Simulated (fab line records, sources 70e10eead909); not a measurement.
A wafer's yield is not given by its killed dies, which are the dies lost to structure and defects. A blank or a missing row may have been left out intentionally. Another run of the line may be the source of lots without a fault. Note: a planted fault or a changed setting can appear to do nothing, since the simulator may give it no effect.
Chamber matching :: flow nand harc :: rie diel-13 running NHARC_A_SLIT_ETCH_29: 4 sister chambers
The step etches the open film in CF4/O2, target depth 100 nm, overetch 10 nm, time 55 s. 4 wafers are shown with their chamber, then 9 later ones without.

## WAFERS PAIRED WITH THEIR CHAMBERS
wafer: L089.3
chamber: 3
drypump motor current A (A): 5.9

wafer: L089.5
chamber: 2
drypump motor current A (A): 5.2

wafer: L091.2
chamber: 0
drypump motor current A (A): 6.1

wafer: L091.5
chamber: 1
drypump motor current A (A): 5.6

## WAFERS WITH NO CHAMBER GIVEN
wafer: L092.2
drypump motor current A (A): 6.1

wafer: L092.5
drypump motor current A (A): 5.2

wafer: L092.6
drypump motor current A (A): 6.1

wafer: L094.2
drypump motor current A (A): 5.7

wafer: L094.4
drypump motor current A (A): 6.1

wafer: L094.5
drypump motor current A (A): 5.2

wafer: L095.2
drypump motor current A (A): 6.1

wafer: L095.3
drypump motor current A (A): 5.9

wafer: L095.6
drypump motor current A (A): 5.7

## THE CHAMBER EACH PASSED THROUGH
wafer: L092.2
from the rows above: 0
in truth: 0

wafer: L092.5
from the rows above: 2
in truth: 2

wafer: L092.6
from the rows above: 0
in truth: 0

wafer: L094.2
from the rows above: 1
in truth: 1

wafer: L094.4
from the rows above: 0
in truth: 0

wafer: L094.5
from the rows above: 2
in truth: 2

wafer: L095.2
from the rows above: 0
in truth: 0

wafer: L095.3
from the rows above: 3
in truth: 3

wafer: L095.6
from the rows above: 1
in truth: 1
9 of 9 placed correctly. Number that these rows cannot place: 0. 0 placed wrongly.
How it was worked out, from the rows above alone: a wafer's distance from a chamber is the root of the sum, over the readings, of the square of ((its reading less the chamber's mean) divided by the reading's scatter). If the next closest chamber is less than 2 further off than the closest, the wafer can't be placed; otherwise it belongs to the closest. Each chamber's mean is taken over the wafers shown for it. The scatter: with one shown wafer a chamber, the root of the mean of the squares of how far each hidden wafer lies from its nearest shown one.
